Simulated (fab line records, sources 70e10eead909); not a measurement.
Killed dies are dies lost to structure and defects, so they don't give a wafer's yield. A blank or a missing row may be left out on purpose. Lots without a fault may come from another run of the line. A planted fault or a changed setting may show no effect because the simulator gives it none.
fab line records | flow nand_harc
record lots=6 wafers=18 last_day=33
route steps=1302 shown P_GATE@133
lots that met no fault: from a run of the same line without faults
start_h: hours from the record's first day to the start of the lot's first wafer shown | wait_h: hours since the lot's step before | " the same as in the row above | L1.1+2: a row that stands for several wafers | - no value, or no start given | * or withheld: withheld | < > ~ a bound
route shown NAME@n: a module of which the file shows steps, and the number in the route of the first | usual: mean/standard deviation of fault-free wafers | same: alike in all rows | chamber/n: place in a boat | sites: the reading at each site | _std_site: their standard deviation | _edge_site: outer sites' mean less inner sites' | radius_mm: how far each site lies from the wafer's centre | mask NAME#n: copy n | behind: the tool/chamber that last shaped the wafer | hold: why the lot was held/for how many hours/how that ended | device: the transistor (n, p or np) that didn't switch | end of line: the same wafers' tests at the end of the route | a step without rows: its recipe alone | killed: dies lost to structure and defects at the first sort, not the wafer's yield | map: a wafer's dies, x killed, . not, _ none there
set.NAME: the setting as run; set.NAME@STEP: as run at that earlier step | model.NAME: the simulator's own value behind a step, which no gauge read
lots at some steps of the route; a table a step, a row a wafer
services: from which hour (start_h, from the record's first day; less than 0 if before it) a tool's chamber was out of use, for how many hours, and why
## steps
# step NHARC_P_GATE_DEHYDRATE_18
# recipe temp_c=150 time_s=120
# step NHARC_P_GATE_HMDS_19
# recipe time_s=30
# step NHARC_P_GATE_COAT_20
# recipe spin_rpm=1500 resist_thk_nm=90
# step NHARC_P_GATE_SOFTBAKE_21
# recipe temp_c=105 time_s=55
# step NHARC_P_GATE_EBR_22
# step NHARC_P_GATE_EXPOSE_23
# recipe na=1.35 target_cd_nm=120 dose_mj=93.91 mask_id=P_GATE
# step NHARC_P_GATE_PEB_24
# recipe peb_temp_c=100 peb_time_s=65
# step NHARC_P_GATE_DEVELOP_25
# recipe develop_time_s=35 dev_temp_c=23
# step NHARC_P_GATE_CD_MEAS_26
# recipe target_cd_nm=120 landing_energy_ev=500
# usual cd_nm=119.8/0.43
# same landing_energy_ev=500
# columns lot.wafer tool chamber start_h wait_h cd_nm
L684.2 cd_sem-02 0 155.55 - 119.9
L684.3 " 0 " " 120.1
L684.6 " 0 " " 119.5
L689.2 cd_sem-03 0 212.62 - 120.1
L689.4 " 0 " " 119.7
L689.6 " 0 " " 119.6
L690.1 cd_sem-03 0 218.78 - 120.6
L690.2 " 0 " " 119.5
L690.4 " 0 " " 119.9
L691.3 cd_sem-02 0 222.63 - 120.1
L691.4 " 0 " " 119.7
L691.6 " 0 " " 118.9
L698.1 cd_sem-01 0 300.71 - 119.9
L698.4 " 0 " " 119.5
L698.5 " 0 " " 119.7
L700.4 cd_sem-03 0 315.29 - 120.3
L700.5 " 0 " " 119.7
L700.6 " 0 " " 120.0
# step NHARC_P_GATE_OVL_MEAS_27
# usual overlay_x_nm=0.2/0.72 overlay_y_nm=0.1/1
# columns lot.wafer tool chamber start_h wait_h overlay_x_nm overlay_y_nm
L684.2 overlay-02 - 155.64 - -0.2 -0.2
L684.3 " - " " 0.2 0.2
L684.6 " - " " -0.8 0.3
L689.2 overlay-01 - 212.71 - -0.1 0.4
L689.4 " - " " -0.3 -0.3
L689.6 " - " " 0.2 0.2
L690.1 overlay-02 - 218.87 - 0.8 -0.1
L690.2 " - " " 0.6 0.4
L690.4 " - " " 0.5 -0.3
L691.3 overlay-02 - 222.72 - -0.9 -1.2
L691.4 " - " " -0.9 -1.6
L691.6 " - " " -0.9 -1.3
L698.1 overlay-01 - 300.80 - 0.4 1.4
L698.4 " - " " 0.4 1.1
L698.5 " - " " 1.0 1.1
L700.4 overlay-01 - 315.37 - 0.6 -0.6
L700.5 " - " " 0.4 -0.5
L700.6 " - " " 1.2 -1.1
# step NHARC_P_GATE_INSPECT_28
# usual raw_defect_count=6.3/2.9
# columns lot.wafer tool chamber start_h wait_h raw_defect_count
L684.2 defect_inspect-02 - 155.68 0.0 7
L684.3 " - " " 9
L684.6 " - " " 7
L689.2 defect_inspect-02 - 212.75 0.0 6
L689.4 " - " " 10
L689.6 " - " " 6
L690.1 defect_inspect-02 - 218.91 0.0 5
L690.2 " - " " 7
L690.4 " - " " 2
L691.3 defect_inspect-02 - 222.75 0.0 4
L691.4 " - " " 7
L691.6 " - " " 1
L698.1 defect_inspect-02 - 300.84 0.0 4
L698.4 " - " " 6
L698.5 " - " " 4
L700.4 defect_inspect-01 - 315.41 0.0 4
L700.5 " - " " 4
L700.6 " - " " 4
# step NHARC_P_GATE_DESCUM_31
# recipe time_s=3 o2_flow_sccm=200 ar_flow_sccm=0 bias_power_w=0 chemistry=O2
# usual drypump_motor_current_A=5.6/0.38 oes_product_au=0.998/0.0088 rf_vpp_V=58.1/0.89 showerhead_plenum_p_Torr=1.94/0.089 throttle_valve_pct=11.313/0.0085
# same time_s=3
# columns lot.wafer tool chamber start_h wait_h drypump_motor_current_A oes_product_au rf_hours_counter_h rf_vpp_V showerhead_plenum_p_Torr throttle_valve_pct
L684.2 rie_diel-12 3 155.74 0.1 5.9 0.995 3.7 57.9 1.97 11.306
L684.3 " 0 " " 6.0 0.994 3.0 57.1 1.81 11.315
L684.6 " 3 " " 5.9 1.002 - 58.8 1.97 11.328
L689.4 rie_diel-03 2 212.81 0.1 5.3 0.990 3.7 58.5 1.99 11.322
L689.2 " 3 " " 6.2 1.005 3.3 58.2 1.95 11.303
L689.6 " 1 " " 5.7 0.982 - 56.9 1.78 11.307
L690.1 rie_diel-12 3 218.97 0.1 5.9 1.014 7.2 57.4 1.97 11.312
L690.2 " 1 " " 5.2 0.992 6.6 57.3 1.82 11.319
L690.4 " 2 " " 5.5 1.005 7.6 59.2 2.02 11.301
L691.3 rie_diel-03 0 222.81 0.1 4.9 1.003 3.5 58.5 1.95 11.323
L691.4 " 3 " " 6.2 0.996 4.7 58.5 1.95 11.309
L691.6 " 1 " " 5.8 0.987 - 57.1 1.78 11.305
L698.1 rie_diel-03 2 300.91 0.1 5.3 0.984 0.1 57.0 1.99 11.317
L698.4 " 1 " " 5.8 1.004 - 55.7 1.78 11.309
L698.5 " 2 " " 5.3 1.000 - 57.6 1.99 11.318
L700.4 rie_diel-07 2 315.49 0.1 5.7 0.994 0.1 59.1 2.05 11.311
L700.6 " 3 " " 5.8 0.991 - 58.3 2.05 11.309
L700.5 " 0 " " 5.2 1.016 - 60.1 1.93 11.316
# step NHARC_P_GATE_ETCH_104
# recipe target_depth_a=600 time_s=withheld cf4_flow_sccm=100 chf3_flow_sccm=30 ar_flow_sccm=0 rf_w=500 bias_w=200 chemistry=CF4/CHF3
# usual bias_w=199.9/0.62 cf4_flow_sccm=100.00/0.27 drypump_motor_current_A=5.6/0.39 oes_product_au=0.950/0.019 rf_vpp_V=371.1/2.4 showerhead_plenum_p_Torr=1.59/0.071 throttle_valve_pct=16.803/0.0081
# columns lot.wafer tool chamber start_h wait_h bias_w cf4_flow_sccm drypump_motor_current_A oes_product_au rf_vpp_V showerhead_plenum_p_Torr throttle_valve_pct
L684.2 rie_diel-12 1 155.82 0.1 199.8 99.98 5.3 0.929 367.3 1.50 16.788
L684.3 " 2 " " 200.0 100.00 5.5 0.931 374.3 1.66 16.807
L684.6 " 1 " " 199.4 99.89 5.3 0.930 367.2 1.50 16.809
L689.2 rie_diel-03 1 212.89 0.1 - - - - - - -
L689.4 " 3 " " - - - - - - -
L689.6 " 1 " " - - - - - - -
L690.2 rie_diel-12 1 219.05 0.1 - - - - - - -
L690.4 " 2 " " - - - - - - -
L690.1 " 0 " " - - - - - - -
L691.4 rie_diel-03 0 222.90 0.1 200.3 99.89 5.0 0.927 372.7 1.60 16.792
L691.3 " 1 " " 200.7 100.01 5.8 0.922 367.5 1.47 16.806
L691.6 " 0 " " 199.6 99.89 5.0 0.931 372.5 1.60 16.796
L698.1 rie_diel-03 3 301.01 0.1 200.8 100.18 6.2 0.965 372.6 1.60 16.805
L698.4 " 1 " " 199.5 100.17 5.8 0.963 367.6 1.47 16.810
L698.5 " 3 " " 201.0 100.46 6.3 0.962 370.8 1.60 16.796
L700.4 rie_diel-07 2 315.56 0.1 199.8 99.58 5.7 0.976 374.4 1.68 16.821
L700.6 " 0 " " 198.5 99.97 5.2 0.965 371.0 1.58 16.805
L700.5 " 1 " " 200.7 99.62 5.4 0.981 372.7 1.65 16.819
# step NHARC_P_GATE_HM_OPEN_105
# recipe target_depth_a=3600 o2_flow_sccm=400 cos_flow_sccm=20 ar_flow_sccm=0 rf_w=500 bias_w=300 chemistry=O2/COS
# usual cos_flow_sccm=20.00/0.059 drypump_motor_current_A=5.6/0.41 oes_product_au=1.000/0.0067 rf_vpp_V=467.9/3 showerhead_plenum_p_Torr=3.15/0.14 throttle_valve_pct=28.330/0.008
# columns lot.wafer tool chamber start_h wait_h cos_flow_sccm drypump_motor_current_A oes_product_au rf_hours_counter_h rf_vpp_V showerhead_plenum_p_Torr throttle_valve_pct
L684.2 rie_diel-12 1 - - 19.93 5.3 1.004 3.9 465.3 2.97 28.330
L684.3 " 2 " " 19.99 5.5 1.004 4.6 471.1 3.29 28.344
L684.6 " 3 " " 20.00 6.0 1.009 - 470.3 3.21 28.311
L689.4 rie_diel-03 0 - - 19.99 5.0 1.009 3.0 467.3 3.17 28.328
L689.2 " 3 " " 20.00 6.3 1.007 3.3 468.2 3.18 28.324
L689.6 " 0 " " 20.04 5.0 0.995 - 468.6 3.17 28.327
L690.4 rie_diel-12 0 - - 19.99 6.0 1.009 6.3 463.7 2.97 28.337
L690.2 " 1 " " 20.10 5.3 1.001 6.7 465.0 2.97 28.327
L690.1 " 2 " " 20.03 5.5 1.004 7.8 471.0 3.29 28.321
L691.3 rie_diel-03 3 - - 19.98 6.2 0.998 4.8 468.2 3.18 28.331
L691.4 " 2 " " 20.00 5.3 1.003 5.4 470.3 3.24 28.340
L691.6 " 3 " " 19.89 6.2 0.998 - 468.8 3.18 28.329
L698.1 rie_diel-03 2 - - 20.11 5.3 0.999 0.2 469.9 3.24 28.326
L698.5 " 3 " " 20.06 6.3 1.006 - 468.0 3.18 28.323
L698.4 " 2 " " 20.16 5.3 1.006 - 468.4 3.24 28.328
L700.4 rie_diel-07 2 - - 20.02 5.7 0.998 0.2 472.6 3.34 28.330
L700.6 " 3 " " 19.99 5.8 0.994 - 471.7 3.34 28.308
L700.5 " 0 " " 20.07 5.2 1.003 - 467.5 3.14 28.328
## services
# columns tool chamber start_h hours kind
rie_diel-07 2 135.98 10.6 repair
rie_diel-03 0 137.80 - clean
rie_diel-03 1 137.80 - clean
rie_diel-03 2 137.80 - clean
rie_diel-03 3 137.80 - clean
rie_diel-03 2 159.24 7.9 repair
rie_diel-03 0 162.30 - clean
rie_diel-03 1 162.30 - clean
rie_diel-03 3 162.30 - clean
rie_diel-03 0 186.80 - clean
rie_diel-03 1 186.80 - clean
rie_diel-03 2 186.80 - clean
rie_diel-03 3 186.80 - clean
rie_diel-03 3 224.14 8.0 repair
rie_diel-12 0 226.33 6.4 repair
rie_diel-03 1 252.92 2.5 repair
rie_diel-12 0 266.80 9.4 repair
rie_diel-12 - 268.45 9.0 pm
rie_diel-07 3 270.95 13.2 repair
rie_diel-03 - 281.30 9.0 pm
rie_diel-12 1 288.13 6.1 repair
rie_diel-07 - 294.20 9.0 pm
rie_diel-03 0 297.68 25.2 repair
rie_diel-12 2 303.32 3.3 repair
## key
first_sign step=NHARC_P_GATE_ETCH_104 reading=tool_record direction=missing
effect none on later readings
met_at NHARC_P_GATE_ETCH_104
struck_wafers L689.2,L689.4,L689.6,L690.1,L690.2,L690.4
later_rows_left_out L689.2,L689.4,L689.6,L690.1,L690.2,L690.4
sort_left_out L689.2,L689.4,L689.6,L690.1,L690.2,L690.4
tester_left_out L689,L690
onset_between 155.82 212.89
fault kind=skipped_step_whole tool=rie_diel-03,rie_diel-12 chamber=- onset_h=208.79 steps=NHARC_P_GATE_ETCH_104 scope=struck_lots_only
# tester_left_out: of these lots the tester's yield and bins aren't shown, on N5 and GAA mostly nor the transistor test; their killed dies are dies lost to structure and defects alone, not to doping, threshold or leakage, so they don't give the yield
# sort_left_out: the simulated sort isn't trusted on such a fault, so these wafers' sort isn't shown, and their yield isn't known
# later_rows_left_out: the simulator's readings of these wafers behind a module that went badly wrong aren't trusted and aren't shown, but for the sort
